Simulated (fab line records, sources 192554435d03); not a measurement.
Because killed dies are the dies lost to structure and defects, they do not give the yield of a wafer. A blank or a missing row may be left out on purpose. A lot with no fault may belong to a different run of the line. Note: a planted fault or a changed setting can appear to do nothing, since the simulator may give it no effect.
Chamber matching || flow n5_finfet || rie_diel-01 running N5_BEOL_M12_DESCUM_33: 4 sister chambers
The step chemistry O2, time 7.9 s. 4 wafers are shown with their chamber, then 8 later ones without.

## WAFERS WITH THEIR CHAMBER
{"wafer": "L083.4", "chamber": 2, "showerhead_plenum_p_Torr (Torr)": 2.24}
{"wafer": "L084.2", "chamber": 1, "showerhead_plenum_p_Torr (Torr)": 2.16}
{"wafer": "L084.4", "chamber": 0, "showerhead_plenum_p_Torr (Torr)": 2.07}
{"wafer": "L087.2", "chamber": 3, "showerhead_plenum_p_Torr (Torr)": 2.01}

## WAFERS WITHOUT THEIR CHAMBER
{"wafer": "L087.3", "showerhead_plenum_p_Torr (Torr)": 2.16}
{"wafer": "L087.5", "showerhead_plenum_p_Torr (Torr)": 2.16}
{"wafer": "L097.1", "showerhead_plenum_p_Torr (Torr)": 2.06}
{"wafer": "L097.2", "showerhead_plenum_p_Torr (Torr)": 2.23}
{"wafer": "L097.4", "showerhead_plenum_p_Torr (Torr)": 2.23}
{"wafer": "L095.2", "showerhead_plenum_p_Torr (Torr)": 2.22}
{"wafer": "L095.3", "showerhead_plenum_p_Torr (Torr)": 2.00}
{"wafer": "L095.5", "showerhead_plenum_p_Torr (Torr)": 2.06}

## WHICH CHAMBER EACH ONE RAN IN
{"wafer": "L087.3", "from the rows above": 1, "in truth": 1}
{"wafer": "L087.5", "from the rows above": 1, "in truth": 1}
{"wafer": "L097.1", "from the rows above": 0, "in truth": 0}
{"wafer": "L097.2", "from the rows above": 2, "in truth": 2}
{"wafer": "L097.4", "from the rows above": 2, "in truth": 2}
{"wafer": "L095.2", "from the rows above": 2, "in truth": 2}
{"wafer": "L095.3", "from the rows above": 3, "in truth": 3}
{"wafer": "L095.5", "from the rows above": 0, "in truth": 0}
Correct placement for 8 of the 8. Number that these rows cannot place: 0. Number placed wrongly: 0.
How it was worked out, from the rows above alone: a wafer's distance from a chamber is the root of the sum, over the readings, of the square of ((its reading less the chamber's mean) divided by the reading's scatter). The wafer belongs to the nearest chamber; if the next one is less than 2 further off, it can't be placed. Each chamber's mean is taken over the wafers shown for it. The scatter (one wafer shown for each chamber): square how far every hidden wafer sits from the nearest shown wafer, average those squares and take the square root.
